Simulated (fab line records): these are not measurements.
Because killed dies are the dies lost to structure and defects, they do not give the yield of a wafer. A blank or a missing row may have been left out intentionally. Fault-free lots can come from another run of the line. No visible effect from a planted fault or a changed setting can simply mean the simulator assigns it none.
Code-filled problem report in 8D (eight disciplines) form ; flow n5Finfet ; the parts of the form that need people (team, actions taken, sign-off) are left out

== 1. WHAT WENT WRONG ==
Wafers without a fault read 1499.9 rpm, standard deviation 0.88; spinSpeedRpm at N5_GATE_CUT_COAT_27 reads a mean of 1584.4 rpm on 6 wafers belonging to 2 lots. That is +96 standard deviations from the usual mean.
The step: time 60 s, resist thk 10 nm.
The first sign was on wafer L477.3 at day 7 18:29, on lithoTrack-05. The record has a number at this step for 27 wafers belonging to 9 lots. The rule behind "out" and "out of limits": a value lying over 4 standard deviations away from the usual mean. The rest of the wafers with a number are treated as sound.

== 2. WHAT IT IS, WHAT IT ISN'T ==
question;is;is not
which readings at this step;spinSpeedRpm;-
which lots;L477, L478;L464, L468, L469, L470, L472, L473, L487
which wafers of those lots;all that have a number;-
read on which tools;lithoTrack-05;lithoTrack-01, lithoTrack-03
when;from day 7 18:29;"up to then (18 sound wafers); but 3 sound wafers of L487 came after"

== 3. THE SUSPECTS, EACH WITH WHAT RULES IT OUT ==
Counting: a tool at any process step up to the reading remains a suspect when it ran all the lots that are out and ran no sound lot after the first of those.
- cmp-04 at N5_HKMG_FIN_CMP_94 (polishes, stops on SiNx, t overpolish 4.7 s, target thk 43.299 nm): kept. It ran every lot that is out, first L477 (day 7 14:50), and no sound lot after that; its last sound lot up to then is L473 (day 6 16:39).
- lithoTrack-05 at N5_GATE_CUT_COAT_27 (time 60 s, resist thk 10 nm): kept. It ran every lot that is out, first L477 (day 7 18:29), and no sound lot after that; its last sound lot up to then is L472 (day 6 14:01). Its own spinSpeedRpm readings are out on those wafers.
After counting, cmp-04 at N5_HKMG_FIN_CMP_94 and lithoTrack-05 at N5_GATE_CUT_COAT_27 remain.

== 4. THE CAUSE (what the simulator had put in) ==
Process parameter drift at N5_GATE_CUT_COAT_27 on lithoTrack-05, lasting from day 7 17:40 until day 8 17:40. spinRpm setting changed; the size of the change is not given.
After counting, 2 suspects remain, this tool included.

== 5. SEQUENCE OF EFFECTS, ordered by route ==
One row per reading whose mean, taken over the struck wafers that have a number, lies over 3 standard deviations from the usual. Only readings for which the record gives a usual standard deviation are gone through. hours: the time from each lot's start at the first step in this table that gives one to its start at this step, as a median over the lots. sigmas: the change in usual standard deviations.
hours;step;reading;usual;on struck wafers;change;sigmas
0;N5_GATE_CUT_COAT_27;spinSpeedRpm;1499.9 rpm;1584.4;+84.5;+96
0;N5_GATE_CUT_ETCH_28;etchRfOnTimeS;10.35 s;9.97;-0.38;-3.4
It contains these process steps:
- N5_GATE_CUT_COAT_27: time 60 s, resist thk 10 nm.
- N5_GATE_CUT_ETCH_28: etches underlayer in N2/H2, target depth 13 nm, time 10.4 s.
Later measuring or inspecting steps at which every struck wafer that the step has a row for has a number for every such reading, and none has moved that far: N5_BEOL_M4_RC_MEAS_101.

== 6. WHAT WOULD HAVE CAUGHT IT SOONER ==
In this record the first reading out of limits was taken at day 7 18:29, 1 hour after the fault began at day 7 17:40.
